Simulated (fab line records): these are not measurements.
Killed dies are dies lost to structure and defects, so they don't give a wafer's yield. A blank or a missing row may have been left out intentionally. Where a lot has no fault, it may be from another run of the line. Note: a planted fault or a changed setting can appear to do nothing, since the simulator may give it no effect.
Matching of chambers | flow nand_harc | 4 sister chambers for NHARC_P_BONDPAD_CMP_32 on cmp-04
The step polishes SiCN, target thk 200 nm. 8 wafers are shown with their chamber, then 11 later ones without.

== WAFERS WITH THEIR CHAMBER ==
wafer  | chamber | motor_current_A (A)
L079.4 | 2       | 14.9
L083.3 | 1       | 11.5
L083.4 | 0       | 13.1
L083.5 | 1       | 11.2
L086.2 | 3       | 13.2
L086.5 | 3       | 13.5
L086.6 | 2       | 13.9
L088.2 | 0       | 12.1

== WAFERS WHOSE CHAMBER IS MISSING ==
wafer  | motor_current_A (A)
L088.4 | 14.2
L088.5 | 11.4
L093.3 | 14.8
L093.5 | 14.7
L093.6 | 13.9
L095.3 | 14.9
L095.4 | 11.1
L095.6 | 13.5
L096.3 | 11.9
L096.4 | 13.7
L096.5 | 13.5

== EACH ONE'S CHAMBER ==
wafer  | from the rows above          | in truth
L088.4 | can't be placed: 2 or 3      | 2
L088.5 | 1                            | 1
L093.3 | 2                            | 2
L093.5 | 2                            | 2
L093.6 | can't be placed: 2 or 3 or 0 | 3
L095.3 | 2                            | 2
L095.4 | 1                            | 1
L095.6 | can't be placed: 3 or 0 or 2 | 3
L096.3 | can't be placed: 1 or 0 or 3 | 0
L096.4 | can't be placed: 3 or 2 or 0 | 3
L096.5 | can't be placed: 3 or 0 or 2 | 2
5 of 11 placed correctly. Not placeable from these rows: 6 (in 6, the candidates include the true chamber). 0 placed wrongly.
How it was worked out, from the rows above alone: a wafer's distance from a chamber is the root of the sum, over the readings, of the square of ((its reading less the chamber's mean) divided by the reading's scatter). The wafer belongs to the nearest chamber; if the next one is less than 2 further off, it can't be placed. The mean given for a chamber averages the wafers shown for that chamber. The scatter: take each reading less its chamber's mean, square it, sum over the shown wafers, divide by the number of wafers less the number of chambers, and take the root.
